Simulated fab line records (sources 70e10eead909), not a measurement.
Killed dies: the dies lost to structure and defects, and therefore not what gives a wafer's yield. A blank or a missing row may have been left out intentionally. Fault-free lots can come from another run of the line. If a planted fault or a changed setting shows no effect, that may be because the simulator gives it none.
Which tool was responsible? | flow nand_harc | Sampling: 13 lots, 39 wafers, 3 of 1302 route steps

## WHAT THE GAUGES SHOWED, per wafer
NHARC_A_SOURCE_PLATE_INSPECT_08.
lot  | measured     | on                | raw_defect_count
L889 | day 7 15:51  | defect_inspect-02 | 45 54 35
L890 | day 8 00:53  | defect_inspect-01 | 72 69 160
L892 | day 9 05:31  | defect_inspect-02 | 42 48 44
L894 | day 9 13:51  | defect_inspect-02 | 131 121 70
L901 | day 12 10:53 | defect_inspect-02 | 45 32 39
L902 | day 12 23:44 | defect_inspect-01 | 99 82 64
L905 | day 14 08:24 | defect_inspect-02 | 56 83 53
L907 | day 15 09:25 | defect_inspect-02 | 74 58 46
L908 | day 15 15:22 | defect_inspect-02 | 70 80 83
L909 | day 16 02:26 | defect_inspect-02 | 67 46 69
L910 | day 16 02:26 | defect_inspect-01 | 44 90 75
L911 | day 16 23:04 | defect_inspect-02 | 109 45 73
L912 | day 17 15:48 | defect_inspect-01 | 67 30 26

NHARC_A_ONON_D1_THK_MEAS_21: measures by ellipsometry.
lot  | measured     | on            | thk_nm (nm)
L889 | day 8 03:01  | film_metro-01 | 992 993 991
L890 | day 8 12:41  | film_metro-02 | 996 997 996
L892 | day 9 17:42  | film_metro-02 | 985 985 985
L894 | day 10 01:54 | film_metro-01 | 1022 1023 1025
L901 | day 12 20:47 | film_metro-02 | 992 960 959
L902 | day 13 10:53 | film_metro-02 | 1008 1008 1007
L905 | day 14 19:34 | film_metro-02 | 997 997 996
L907 | day 15 20:39 | film_metro-02 | 1006 1005 1005
L908 | day 16 02:32 | film_metro-01 | 998 998 998
L909 | day 16 14:12 | film_metro-01 | 1012 1010 1008
L910 | day 16 14:26 | film_metro-01 | 1001 1002 1000
L911 | day 17 11:42 | film_metro-02 | 1011 1011 1014
L912 | day 18 02:49 | film_metro-02 | 1016 1014 1015

## EACH LOT AND THE TOOL THAT RAN IT (in order: tool; ch and the chambers of the sampled wafers; start)
lot  | NHARC_A_ONON_D1_DEP_19
L889 | pecvd_onon-02 ch 0, day 8 02:30
L890 | pecvd_onon-03 ch 0, day 8 12:14
L892 | pecvd_onon-01 ch 0, day 9 17:18
L894 | pecvd_onon-01 ch 0, day 10 01:23
L901 | pecvd_onon-01 ch 0, day 12 20:16
L902 | pecvd_onon-02 ch 0, day 13 10:23
L905 | pecvd_onon-02 ch 0, day 14 19:10
L907 | pecvd_onon-02 ch 0, day 15 20:12
L908 | pecvd_onon-01 ch 0, day 16 02:02
L909 | pecvd_onon-01 ch 0, day 16 13:41
L910 | pecvd_onon-03 ch 0, day 16 13:59
L911 | pecvd_onon-03 ch 0, day 17 11:22
L912 | pecvd_onon-01 ch 0, day 18 02:19
- NHARC_A_ONON_D1_DEP_19: target thk 1000 nm.

## AS READ BY THE TOOLS THEMSELVES (means over the sampled wafers that have a number; for cases with no such wafer, the mark the record gives instead)
NHARC_A_ONON_D1_DEP_19.
lot  | tool          | n2_flow_sccm (sccm)
L889 | pecvd_onon-02 | 2735
L890 | pecvd_onon-03 | 2753
L892 | pecvd_onon-01 | 2742
L894 | pecvd_onon-01 | 2751
L901 | pecvd_onon-01 | 2741
L902 | pecvd_onon-02 | 2757
L905 | pecvd_onon-02 | 2756
L907 | pecvd_onon-02 | 2742
L908 | pecvd_onon-01 | 2741
L909 | pecvd_onon-01 | 2750
L910 | pecvd_onon-03 | 2758
L911 | pecvd_onon-03 | 2756
L912 | pecvd_onon-01 | 2751

## THE ANSWER, worked out from the rows above alone
Rule: the usual values come from the lots themselves. The widest of any qualifying gaps counts: lots, ordered by their means at a reading, are off when they make up no more than a third of the lots, leave a main group of 4 or more, and stand apart from it by 3 or more times the standard deviation of that group's means. If all means in a main group match to the digits the tables above print for the reading, that group is not used. A lot without any number at a reading at which 4 lots or more have one is off too. Where the step has rows for the other lots, those lots are counted as sound. Order of review: gauges by route order, followed by the tools' own readings, for which a lot's mean as printed above is used. At the first step where some lot is off, the reading lying furthest off is the one used; lots without a number count as furthest.
Nothing can be told from this: no lot is off at any reading shown.

## WHAT WAS PUT IN BY THE SIMULATOR
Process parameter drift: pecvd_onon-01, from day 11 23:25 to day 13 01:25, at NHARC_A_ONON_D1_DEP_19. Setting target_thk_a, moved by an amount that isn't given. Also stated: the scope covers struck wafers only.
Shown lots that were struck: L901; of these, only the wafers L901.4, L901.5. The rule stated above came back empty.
